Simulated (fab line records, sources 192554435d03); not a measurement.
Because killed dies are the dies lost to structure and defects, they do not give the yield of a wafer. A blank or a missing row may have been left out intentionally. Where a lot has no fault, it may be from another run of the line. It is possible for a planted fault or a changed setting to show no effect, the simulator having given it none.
Matching of chambers :: flow n5Finfet :: rieDiel-05 running N5_SD_EPI_N_ETCH_16: 4 sister chambers
The step etches SiO2 in CHF3/O2, target depth 5 nm. 8 wafers are shown with their chamber, then 8 later ones without.

WAFERS WITH THEIR CHAMBER
wafer: L078.4
chamber: 2
showerheadPlenumPTorr (Torr): 2.47
throttleValvePct (%): 18.62

wafer: L082.4
chamber: 2
showerheadPlenumPTorr (Torr): 2.46
throttleValvePct (%): 18.63

wafer: L082.6
chamber: 0
showerheadPlenumPTorr (Torr): 2.28
throttleValvePct (%): 19.24

wafer: L083.4
chamber: 0
showerheadPlenumPTorr (Torr): 2.28
throttleValvePct (%): 19.25

wafer: L085.3
chamber: 3
showerheadPlenumPTorr (Torr): 2.39
throttleValvePct (%): 19.03

wafer: L085.5
chamber: 3
showerheadPlenumPTorr (Torr): 2.39
throttleValvePct (%): 19.04

wafer: L085.6
chamber: 1
showerheadPlenumPTorr (Torr): 2.52
throttleValvePct (%): 18.64

wafer: L087.1
chamber: 1
showerheadPlenumPTorr (Torr): 2.52
throttleValvePct (%): 18.67

WAFERS MISSING THEIR CHAMBER
wafer: L087.2
showerheadPlenumPTorr (Torr): 2.46
throttleValvePct (%): 18.27

wafer: L087.3
showerheadPlenumPTorr (Torr): 2.38
throttleValvePct (%): 19.04

wafer: L089.1
showerheadPlenumPTorr (Torr): 2.38
throttleValvePct (%): 19.05

wafer: L089.4
showerheadPlenumPTorr (Torr): 2.52
throttleValvePct (%): 18.68

wafer: L089.6
showerheadPlenumPTorr (Torr): 2.57
throttleValvePct (%): 18.84

wafer: L095.2
showerheadPlenumPTorr (Torr): 2.51
throttleValvePct (%): 18.70

wafer: L095.4
showerheadPlenumPTorr (Torr): 2.56
throttleValvePct (%): 18.86

wafer: L095.5
showerheadPlenumPTorr (Torr): 2.56
throttleValvePct (%): 18.85

CHAMBER TAKEN BY EACH
wafer: L087.2
from the rows above: 2
in truth: 2

wafer: L087.3
from the rows above: 3
in truth: 3

wafer: L089.1
from the rows above: 3
in truth: 3

wafer: L089.4
from the rows above: 1
in truth: 1

wafer: L089.6
from the rows above: 1
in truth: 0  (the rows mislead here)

wafer: L095.2
from the rows above: 1
in truth: 1

wafer: L095.4
from the rows above: 1
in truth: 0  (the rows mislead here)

wafer: L095.5
from the rows above: 1
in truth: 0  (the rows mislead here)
Correct placement for 5 of the 8. Left unplaced by these rows: 0. Placed wrongly: 3.
How it was worked out, from the rows above alone: a wafer's distance from a chamber is the root of the sum, over the readings, of the square of ((its reading less the chamber's mean) divided by the reading's scatter). If the next closest chamber is less than 2 further off than the closest, the wafer can't be placed; otherwise it belongs to the closest. A chamber's mean is the mean of its shown wafers. The scatter is the square root of a quotient: the sum, over the shown wafers, of each reading's squared deviation from its chamber's mean, divided by wafers minus chambers.
